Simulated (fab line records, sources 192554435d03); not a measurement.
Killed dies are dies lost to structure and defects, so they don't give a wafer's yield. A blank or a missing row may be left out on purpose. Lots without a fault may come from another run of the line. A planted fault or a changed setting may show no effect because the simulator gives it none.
fab line records | flow n5_finfet
record lots=4 wafers=12 last_day=16
route steps=1938 shown MOL_CONTACT_COAG@626 BEOL_M0_SAQP@632 BEOL_M4@1111 PASSIVATION@1936
lots that met no fault: from a run of the same line without faults
start_h: hours from the record's first day to the start of the lot's first wafer shown | wait_h: hours since the lot's step before | " the same as in the row above | L1.1+2: a row that stands for several wafers | - no value, or no start given | * or withheld: withheld | < > ~ a bound
route shown NAME@n: a module of which the file shows steps, and the number in the route of the first | usual: mean/standard deviation of fault-free wafers | same: alike in all rows | chamber/n: place in a boat | sites: the reading at each site | _std_site: their standard deviation | _edge_site: outer sites' mean less inner sites' | radius_mm: how far each site lies from the wafer's centre | mask NAME#n: copy n | behind: the tool/chamber that last shaped the wafer | hold: why the lot was held/for how many hours/how that ended | device: the transistor (n, p or np) that didn't switch | end of line: the same wafers' tests at the end of the route | a step without rows: its recipe alone | killed: dies lost to structure and defects at the first sort, not the wafer's yield | map: a wafer's dies, x killed, . not, _ none there
set.NAME: the setting as run; set.NAME@STEP: as run at that earlier step | model.NAME: the simulator's own value behind a step, which no gauge read
lots at some steps of the route; a table a step, a row a wafer
services: from which hour (start_h, from the record's first day; less than 0 if before it) a tool's chamber was out of use, for how many hours, and why
## steps
# step N5_MOL_CONTACT_COAG_SRD_128
# recipe dry_time_s=32 dry=n2_spin spin_rpm=1500
# step N5_MOL_CONTACT_COAG_CMP_52
# recipe stop_on=SiO2 t_overpolish_s=1.5 post_cmp_clean=w_dilute_nh4oh down_force_psi=4 platen_rpm=50.289 pad_velocity_m_s=1.0006 target_thk_nm=66.5
# step N5_MOL_CONTACT_COAG_ANNEAL_112
# recipe temp_c=400 time_s=1800 ambient=HPD2 pressure_atm=10
# step N5_BEOL_M0_SAQP_PECVD_00
# recipe material=SiCN target_thk_a=80 temp_c=withheld precursor=3MS/NH3 pressure_torr=3 rf_w=202 time_s=14
# step N5_BEOL_M0_SAQP_ILD_DEP_01
# recipe material=SiOC target_thk_a=454.19 temp_c=350 precursor=DEMS/O2 pressure_torr=5 rf_w=500 time_s=8.7
# step N5_BEOL_M0_SAQP_HM_DEP_02
# recipe material=TiN target_thk_a=120 temp_c=25 chamber_pressure_pa=0.49996
# step N5_BEOL_M0_SAQP_PECVD_03
# recipe material=SiCN target_thk_a=120 temp_c=withheld precursor=3MS/NH3 pressure_torr=3 rf_w=202 time_s=21.1
# step N5_BEOL_M0_SAQP_PECVD_96
# recipe material=a-Si target_thk_a=450 temp_c=350 precursor=SiH4/He pressure_torr=3 rf_w=100 time_s=45.2
# step N5_BEOL_M0_SAQP_PECVD_97
# recipe material=SiNx target_thk_a=230 temp_c=350 precursor=SiH4/NH3/N2 pressure_torr=1.5 rf_w=300 time_s=19.9
# step N5_BEOL_M0_SAQP_PECVD_04
# recipe material=a-Si target_thk_a=600 temp_c=350 precursor=SiH4/He pressure_torr=3 rf_w=100 time_s=60.2
# usual heater_power_w=597/63 showerhead_plenum_p_Torr=5.64/0.044 throttle_valve_pct=17.9/0.69
# columns lot.wafer tool chamber start_h wait_h heater_power_w showerhead_plenum_p_Torr throttle_valve_pct model.a-Si_of_BEOL_M0_SAQP_PECVD_04.thk_nm
L460.3 pecvd-04 1 141.18 0.0 462 5.60 18.5 59
L460.5 " 0 " " 681 5.61 19.1 60.6
L460.6 " 1 " " 453 5.62 18.6 59.4
L469.2 pecvd-04 0 199.30 0.0 632 5.58 19.1 44.2
L469.3 " 2 " " 628 5.66 17.9 45.8
L469.5 " 1 " " 494 5.61 18.6 60.2
L470.1 pecvd-04 2 202.50 0.0 645 5.65 17.9 59.6
L470.3 " 0 " " 612 5.60 19.2 43.8
L470.5 " 1 " " 471 5.62 18.4 59.4
L475.1 pecvd-01 2 234.15 0.0 625 5.62 17.2 59.8
L475.3 " 0 " " 603 5.64 18.0 59.2
L475.4 " 1 " " 666 5.68 17.6 60
# step N5_BEOL_M0_SAQP_THK_MEAS_05
# usual thk_nm=59.9/0.85
# columns lot.wafer tool chamber start_h wait_h thk_nm
L460.3 film_metro-02 - 141.28 0.1 59.0
L460.5 " - " " 60.6
L460.6 " - " " 59.4
L469.2 film_metro-02 - 199.40 0.1 44.3
L469.3 " - " " 45.8
L469.5 " - " " 60.2
L470.1 film_metro-02 - 202.60 0.1 59.6
L470.3 " - " " 43.8
L470.5 " - " " 59.5
L475.1 film_metro-01 - 234.25 0.1 59.7
L475.3 " - " " 59.1
L475.4 " - " " 60.1
# step N5_BEOL_M0_SAQP_HM_DEP_111
# recipe material=SiO2 target_thk_a=120 temp_c=400 precursor=SiH4/N2O pressure_torr=0.75 rf_w=275 time_s=7.2
# step N5_BEOL_M0_SAQP_COAT_81
# recipe resist=SOC temp_c=250 time_s=60 spin_rpm=1500 resist_thk_nm=100
# step N5_BEOL_M0_SAQP_COAT_82
# recipe resist=SiARC temp_c=220 time_s=60 spin_rpm=1500 resist_thk_nm=30
# step N5_BEOL_M0_SAQP_COAT_08
# recipe resist=CAR-ArF spin_rpm=1500 resist_thk_nm=90
# step N5_BEOL_M0_SAQP_EBR_10
# recipe solvent=PGMEA ebr_width_mm=1.5
# step N5_BEOL_M0_SAQP_SOFTBAKE_09
# recipe temp_c=110 time_s=60 resist=CAR-ArF
# step N5_BEOL_M0_SAQP_EXPOSE_11
# recipe mask_id=M0_CORE na=1.35 source_shape=dipole sigma_inner=0.538 sigma_outer=0.738 polarization=te target_cd_nm=42 dose_mj=55
# step N5_BEOL_M0_SAQP_PEB_12
# recipe peb_temp_c=withheld peb_time_s=60 resist=CAR-ArF
# step N5_BEOL_M0_SAQP_DEVELOP_13
# recipe develop_time_s=30 developer=TMAH resist=CAR-ArF dev_temp_c=23 rinse_liquid=diw dry=air_spin
# step N5_BEOL_M0_SAQP_DESCUM_19
# recipe chemistry=O2 time_s=7.9 source_power_w=50 bias_power_w=20 pressure_mtorr=20 rf_frequency_hz=2.712e+07 temp_c=40 resist=CAR-ArF o2_flow_sccm=225
# step N5_BEOL_M0_SAQP_ETCH_83
# recipe chemistry=CF4 target=SiARC target_depth_a=390 mask_material=CAR-ArF time_s=65 ion_energy_ev=80 pressure_mtorr=40 source_w=545 bias_w=36 Ar_flow_sccm=100 cf4_flow_sccm=100 ends=cleared
# step N5_BEOL_M0_SAQP_ETCH_84
# recipe chemistry=N2/H2 target=SOC target_depth_a=1000 overetch_a=200 mask_material=SiARC temp_c=40 time_s=150 ion_energy_ev=200 pressure_mtorr=30 source_w=840 bias_w=150 n2_flow_sccm=200 h2_flow_sccm=200
# step N5_BEOL_M0_SAQP_STRIP_80
# recipe chemistry=N2/H2 temp_c=40 n2_flow_sccm=200 h2_flow_sccm=200 rf_frequency_hz=6e+07
# step N5_BEOL_M0_SAQP_HM_OPEN_112
# recipe chemistry=CHF3/O2 target=SiO2 stop_on=a-Si target_depth_a=120 over_etch_frac=1.25 mask_material=SOC time_s=13.5 pressure_mtorr=30 source_w=650 bias_w=170 Ar_flow_sccm=200 CHF3_flow_sccm=50 O2_flow_sccm=5 ion_energy_ev=200 ends=end_point
# step N5_BEOL_M0_SAQP_STRIP_113
# recipe chemistry=CHF3/O2 resist=SiARC rf_frequency_hz=6e+07
# step N5_BEOL_M0_SAQP_MANDREL_ETCH_20
# recipe target_depth_a=600 chemistry=HBr/Cl2 target=a-Si stop_on=SiNx bt_time_s=10 mask_material=SOC over_etch_frac=0.5 time_s=30 pressure_mtorr=10 icp_w=800 bias_w=75 HBr_flow_sccm=150 Cl2_flow_sccm=80 ends=end_point
# usual drypump_motor_current_A=6.0/0.53 he_backside_leak_sccm=2.63/0.26 oes_product_au=0.769/0.014 throttle_valve_pct=35.59/0.23
# columns lot.wafer tool chamber start_h wait_h drypump_motor_current_A he_backside_leak_sccm oes_product_au rf_hours_counter_h throttle_valve_pct model.etch.depth_nm
L460.3 rie_si-01 1 142.23 0.0 5.8 2.59 0.746 1 35.84 58.94
L460.5 " 1 " " 5.8 2.51 0.758 - 35.81 60.61
L460.6 " 3 " " 6.5 2.77 0.780 - 35.54 59.42
L469.2 rie_si-02 0 200.25 0.0 6.6 2.48 0.659 102 35.21 44.24
L469.3 " 1 " " 5.4 2.63 0.665 86 35.44 45.77
L469.5 " 0 " " 6.6 2.43 0.778 - 35.00 60.12
L470.1 rie_si-01 2 203.32 0.0 6.6 2.75 0.768 49 35.58 59.55
L470.3 " 1 " " 5.8 2.35 0.641 2 36.07 43.76
L470.5 " 1 " " 5.8 2.47 0.741 - 35.82 59.44
L475.1 rie_si-02 2 235.09 0.0 5.7 2.70 0.765 171 35.21 59.71
L475.3 " 0 " " 6.6 2.50 0.758 103 35.01 59.06
L475.4 " 1 " " 5.4 2.64 0.771 87 35.22 59.96
# step N5_BEOL_M0_SAQP_STRIP_86
# recipe chemistry=N2/H2 power_w=500 temp_c=40 pressure_mtorr=50 rf_frequency_hz=6e+07 overash_fraction=0.3 bias_power_w=28 h2_frac=0.5 n2_flow_sccm=300 h2_flow_sccm=300
# step N5_BEOL_M0_SAQP_STRIP_115
# recipe chemistry=post_etch_residue_remover time_s=60 temp_c=25 remover_ph=withheld remover_water_wt_pct=withheld remover_fluoride_wt_pct=withheld
# step N5_BEOL_M0_SAQP_SRD_93
# recipe dry=ipa_marangoni time_s=30 temp_c=23 rinse_liquid=diw
# step N5_BEOL_M0_SAQP_RECESS_114
# recipe chemistry=HF/NH3 target=SiO2 target_depth_a=144 afs_cycles=3 temp_c=30 sublimation_temp_c=180 sublimation_time_s=60
# step N5_BEOL_M0_SAQP_SPACER1_ALD_98
# recipe material=SiO2 target_thk_a=128 temp_c=300 ald_precursor_family=BDEAS ald_co_reactant=O2-plasma pulse_time_s=1 purge_time_s=2 co_reactant_purge_time_s=2 ald_cycles=138 pressure_torr=2
# step N5_BEOL_M0_SAQP_SPACER1_ETCHBACK_99
# recipe chemistry=CHF3/O2 mode=anisotropic_etchback target=SiO2 target_depth_a=154 time_s=7.7 pressure_mtorr=30 source_w=650 bias_w=170 Ar_flow_sccm=200 CHF3_flow_sccm=50 O2_flow_sccm=5 ion_energy_ev=200
# usual drypump_motor_current_A=5.9/0.33 oes_f_703_au=0.81/0.11 oes_product_au=0.80/0.1 rf_vpp_V=518/16 showerhead_plenum_p_Torr=2.41/0.071 throttle_valve_pct=18.89/0.19
# columns lot.wafer tool chamber start_h wait_h drypump_motor_current_A oes_f_703_au oes_product_au rf_hours_counter_h rf_vpp_V showerhead_plenum_p_Torr throttle_valve_pct model.a-Si_of_BEOL_M0_SAQP_PECVD_04.thk_nm
L460.3 rie_diel-01 1 143.33 0.3 6.2 0.79 0.80 116 523 2.42 18.69 58.4
L460.5 " 3 " " 5.9 0.73 0.74 - 518 2.32 19.01 60
L460.6 " 1 " " 6.2 0.79 0.80 - 523 2.42 18.72 58.8
L469.2 rie_diel-02 0 203.35 0.4 5.6 0.72 0.71 192 504 2.47 18.91 43.6
L469.3 " 3 " " 6.1 0.99 0.96 12 503 2.47 19.06 45.2
L469.5 " 2 " " 6.2 0.98 0.98 - 519 2.55 18.62 59.4
L470.1 rie_diel-02 1 204.41 0.3 6.5 0.75 0.71 182 511 2.39 19.04 59
L470.3 " 3 " " 6.1 0.99 0.94 13 503 2.47 19.06 43.2
L470.5 " 1 " " 6.5 0.74 0.71 - 512 2.39 19.02 58.8
L475.1 rie_diel-05 2 236.18 0.3 5.7 0.88 0.85 57 492 2.35 18.70 59
L475.3 " 0 " " 5.5 0.69 0.73 213 558 2.37 19.03 58.4
L475.4 " 1 " " 5.5 0.80 0.77 158 516 2.29 18.97 59.4
# step N5_BEOL_M0_SAQP_MANDREL1_REMOVE_100
# recipe chemistry=HBr/Cl2/O2 bt_time_s=10 target=a-Si stop_on=SiNx endpoint=OES-SiCl over_etch_frac=0.85 icp_w=600 bias_w=30 HBr_flow_sccm=150 Cl2_flow_sccm=80 O2_flow_sccm=5 pressure_mtorr=10
# step N5_BEOL_M4_RC_MEAS_101
# usual DIBL_N=37.5/1.9 DIBL_P=37.3/2.4 IOFF_N=0.18/0.038 IOFF_P=0.23/0.045 ION_N=677/11 ION_P=464/8.1 SS_N=72.0/0.68 SS_P=73.5/0.77 VT_N=249/3.3 VT_P=-249/3.6
# columns lot.wafer tool chamber start_h wait_h DIBL_N[mV/V] DIBL_P[mV/V] IOFF_N[nA/um] IOFF_P[nA/um] ION_N[uA/um] ION_P[uA/um] SS_N[mV/dec] SS_P[mV/dec] VT_N[mV] VT_P[mV]
L460.3 prober-01 0 193.17 0.3 35.6 36.2 0.14 0.17 677 449 71.6 73.2 253 -258
L460.5 " 0 " " 36.0 36.2 0.14 0.17 676 460 71.4 73.1 251 -253
L460.6 " 0 " " 39.0 38.2 0.21 0.18 686 452 72.7 74.0 249 -257
L469.2 prober-01 0 267.32 0.2 38.2 38.2 0.20 0.30 683 469 71.8 74.6 247 -245
L469.3 " 0 " " 36.3 35.0 0.16 0.22 680 463 71.1 73.1 250 -247
L469.5 " 0 " " 38.7 38.3 0.21 0.31 700 482 72.2 73.4 244 -242
L470.1 prober-01 0 273.54 0.0 42.7 40.1 0.26 0.27 694 468 73.1 74.8 245 -247
L470.3 " 0 " " 38.8 35.4 0.18 0.20 679 459 72.7 73.6 248 -249
L470.5 " 0 " " 39.9 36.7 0.21 0.22 684 462 73.8 74.0 248 -251
L475.1 prober-01 0 298.39 0.0 37.8 36.8 0.19 0.25 676 465 72.2 74.0 249 -248
L475.3 " 0 " " 34.4 32.8 0.14 0.19 676 471 71.4 72.0 252 -250
L475.4 " 0 " " 40.5 40.1 0.26 0.31 683 470 73.5 74.0 244 -245
# step N5_PASSIVATION_PROBE_49
# usual defect_limited_yield=91.2/1.5 killed_at_M0_to_M3=31/10 killed_at_M4_up=15/5.9 killed_at_contacts=13/6 killed_at_front_end=41/11 killed_at_other=4/3.1 killed_dies=104/18 killed_open=68/13 killed_short=33/8.1 sort_bin_4_leakage=0.00/0.03 sort_bin_5_function=5.1/1.1 sort_bin_6_memory=3.2/0.69 sort_n_pass=1076/18 sort_yield_pct=91.2/1.5
# same gross_dies=1180 killed_at_back_side=0 sort_bin_8_speed[%]=0
# columns lot.wafer tool chamber start_h wait_h defect_limited_yield[%] killed_at_M0_to_M3 killed_at_M4_up killed_at_contacts killed_at_front_end killed_at_other killed_dies killed_open killed_short sort_bin_4_leakage[%] sort_bin_5_function[%] sort_bin_6_memory[%] sort_n_pass sort_yield_pct[%]
L469.2 prober-01 - 372.33 0.1 93.2 27 7 3 41 2 80 42 30 0 3.3 2.5 1100 93.2
L469.3 prober-01 - 372.38 0.1 93.1 25 12 6 35 3 81 42 39 0 3.8 2.8 1099 93.1
L469.5 prober-01 - 372.48 0.2 92.5 41 10 13 24 0 88 57 21 0 4.2 2.3 1092 92.5
L470.1 prober-01 - 379.36 0.0 90.4 38 10 15 46 4 113 73 32 0 5.7 3.0 1067 90.4
L470.3 prober-01 - 379.46 0.1 91.5 29 16 11 42 2 100 65 30 0 4.5 3.2 1080 91.5
L470.5 prober-01 - 379.56 0.2 91.3 20 7 25 48 3 103 76 27 0 6.1 2.5 1077 91.3
# killed by level:class
L469.2 FIN_SAQP:geometric_particle:short=9 BEOL_M1:geometric_particle:open=9 HKMG_FIN:area_etch=8 FIN_SAQP:geometric_particle:open=6 BEOL_M0_SAQP:geometric_particle:short=6 DUMMY_GATE:geometric_particle:open=4 BEOL_M4:geometric_particle:open=4 GATE_CUT:geometric_particle:short=3
L469.3 FIN_SAQP:geometric_particle:short=9 GATE_CUT:geometric_particle:short=9 FIN_SAQP:geometric_particle:open=8 BEOL_M0_SAQP:geometric_particle:short=7 BEOL_M4:geometric_particle:open=6 MOL_CONTACT_COAG:geometric_particle:open=5 STI_FIN_REVEAL:geometric_particle:open=4 BEOL_M2:geometric_particle:open=4
L469.5 BEOL_M3:geometric_particle:open=13 MOL_CONTACT_COAG:geometric_particle:open=11 BEOL_M0_SAQP:geometric_particle:open=9 HKMG_FIN:area_etch=9 BEOL_M0_SAQP:geometric_particle:short=6 FIN_SAQP:geometric_particle:open=4 BEOL_M1:geometric_particle:open=4 STI_FIN_REVEAL:geometric_particle:open=3
L470.1 STI_FIN_REVEAL:geometric_particle:open=14 MOL_CONTACT_COAG:geometric_particle:open=13 FIN_SAQP:geometric_particle:short=7 BEOL_M1:geometric_particle:open=7 HKMG_FIN:area_etch=7 BEOL_M0:geometric_particle:open=6 FIN_SAQP:geometric_particle:open=5 BEOL_M0_SAQP:geometric_particle:short=5
L470.3 BEOL_M3:geometric_particle:open=11 FIN_SAQP:geometric_particle:open=10 MOL_CONTACT_COAG:geometric_particle:open=10 BEOL_M2:geometric_particle:open=9 FIN_SAQP:geometric_particle:short=7 STI_FIN_REVEAL:geometric_particle:open=6 HKMG_FIN:area_etch=5 BEOL_M5:geometric_particle:open=4
L470.5 MOL_CONTACT_COAG:geometric_particle:open=18 FIN_SAQP:geometric_particle:open=15 STI_FIN_REVEAL:geometric_particle:open=14 MOL_CONTACT_COAG:geometric_particle:short=7 BEOL_M1:geometric_particle:open=7 FIN_SAQP:geometric_particle:short=6 STI_FIN_REVEAL:geometric_particle:short=5 BEOL_M2:geometric_particle:open=3
## services
# columns tool chamber start_h hours kind
pecvd-04 0 122.35 2.1 scheduled_down
rie_si-02 - 125.90 15.6 pm
rie_diel-05 - 126.82 0.3 repair
rie_si-01 0 137.65 - clean
rie_si-01 0 137.65 24.4 scheduled_down
rie_si-01 0 137.65 24.4 vent_cycle
rie_si-02 1 143.79 12.2 repair
pecvd-04 0 148.47 4.6 scheduled_down
rie_diel-02 3 154.69 - clean
rie_diel-02 3 154.69 - consumable_replace:focus_ring
rie_diel-02 3 154.69 18.8 scheduled_down
rie_diel-02 3 154.69 18.8 vent_cycle
pecvd-04 1 155.20 2.1 scheduled_down
rie_diel-02 1 166.73 11.3 repair
rie_diel-01 - 169.77 0.6 repair
pecvd-04 2 175.10 8.4 repair
rie_diel-02 1 179.29 2.0 repair
rie_diel-02 0 186.27 8.8 repair
pecvd-01 - 191.73 2.8 pm
rie_diel-05 1 197.71 7.7 repair
pecvd-04 2 206.30 5.5 scheduled_down
pecvd-01 - 214.00 0.6 repair
rie_si-02 - 227.50 0.4 repair
rie_diel-02 1 230.86 7.7 repair
## key
first_sign step=N5_BEOL_M0_SAQP_THK_MEAS_05 reading=thk_nm direction=down sigmas=18 usual=* struck=*
effect step=N5_BEOL_M0_SAQP_MANDREL_ETCH_20 reading=oes_product_au direction=down sigmas=8.3 usual=0.769 struck=0.655
model_effect step=N5_BEOL_M0_SAQP_PECVD_04 value=a-Si_of_BEOL_M0_SAQP_PECVD_04.thk_nm without=59.87 struck=44.6
model_effect step=N5_BEOL_M0_SAQP_MANDREL_ETCH_20 value=etch.depth_nm without=59.81 struck=44.59
model_effect step=N5_BEOL_M0_SAQP_SPACER1_ETCHBACK_99 value=a-Si_of_BEOL_M0_SAQP_PECVD_04.thk_nm without=59.2 struck=44
met_at N5_BEOL_M0_SAQP_PECVD_04
struck_wafers L469.2,L469.3,L470.3
onset_between 141.18 199.30
fault kind=process_parameter_drift tool=pecvd-04 chamber=- onset_h=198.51 steps=N5_BEOL_M0_SAQP_PECVD_04 channel=time_s offset=* shape=step end_h=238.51 scope=struck_wafers_only acts_in=* stated=*
